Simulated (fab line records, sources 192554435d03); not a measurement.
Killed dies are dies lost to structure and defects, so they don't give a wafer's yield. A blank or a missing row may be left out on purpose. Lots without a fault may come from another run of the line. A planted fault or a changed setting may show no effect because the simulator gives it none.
Chamber matching | flow n5_finfet | N5_BEOL_M8_PECVD_70 on pecvd-01: 3 sister chambers
The step deposits SiO2 from TEOS/O2, target thk 20 nm, time 22.7 s. 16 wafers are shown with their chamber, then 8 later ones without.

WAFERS WITH THEIR CHAMBER
wafer  | chamber | throttle_valve_pct (%) | showerhead_plenum_p_Torr (Torr) | heater_power_w (W)
L074.1 | 1       | 21.4                   | 8.76                            | 590
L074.2 | 2       | 21.2                   | 8.84                            | 633
L074.3 | 0       | 22.2                   | 8.87                            | 739
L079.1 | 1       | 21.4                   | 8.75                            | 592
L079.2 | 0       | 22.0                   | 8.86                            | 758
L079.3 | 1       | 21.2                   | 8.75                            | 601
L080.1 | 2       | 20.5                   | 8.81                            | 635
L080.2 | 1       | 21.4                   | 8.75                            | 524
L080.3 | 0       | 22.2                   | 8.86                            | 881
L080.4 | 0       | 22.0                   | 8.88                            | 860
L080.5 | 1       | 21.5                   | 8.77                            | 510
L080.6 | 2       | 20.8                   | 8.80                            | 646
L089.2 | 0       | 22.0                   | 8.90                            | 793
L089.4 | 2       | 20.8                   | 8.78                            | 749
L089.5 | 1       | 21.4                   | 8.75                            | 590
L093.2 | 1       | 21.4                   | 8.77                            | 552

SIGNATURES (means of the wafers above)
reading                  | chamber 0 | chamber 1 | chamber 2 | scatter within a chamber
throttle_valve_pct       | 22.080    | 21.386    | 20.825    | 0.163
showerhead_plenum_p_Torr | 8.8740    | 8.7571    | 8.8075    | 0.0165
heater_power_w           | 806.20    | 565.57    | 665.75    | 50.4
Rule: a wafer's distance from a chamber is the root of the sum, over the readings, of the square of ((its reading less the chamber's mean) divided by the reading's scatter). The wafer belongs to the nearest chamber; if the next one is less than 2 further off, it can't be placed. The scatter: the root of (the sum of the squares of (reading less its chamber's mean) over the shown wafers, divided by (wafers less chambers)).

WAFERS WITHOUT THEIR CHAMBER
wafer  | throttle_valve_pct (%) | showerhead_plenum_p_Torr (Torr) | heater_power_w (W)
L093.4 | 21.1                   | 8.79                            | 726
L093.6 | 21.2                   | 8.76                            | 542
L094.2 | 21.2                   | 8.80                            | 712
L094.3 | 21.3                   | 8.76                            | 587
L094.5 | 21.2                   | 8.76                            | 572
L095.1 | 22.3                   | 8.88                            | 873
L095.4 | 20.8                   | 8.78                            | 594
L095.6 | 22.1                   | 8.86                            | 857

WHICH CHAMBER EACH WENT THROUGH
wafer  | from the rows above     | in truth
L093.4 | can't be placed: 2 or 1 | 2
L093.6 | 1                       | 1
L094.2 | can't be placed: 2 or 1 | 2
L094.3 | 1                       | 1
L094.5 | 1                       | 1
L095.1 | 0                       | 0
L095.4 | can't be placed: 2 or 1 | 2
L095.6 | 0                       | 0
Placed correctly: 5 of 8. Can't be placed from these rows: 3 (the true chamber is among the candidates in 3). Placed wrongly: 0.
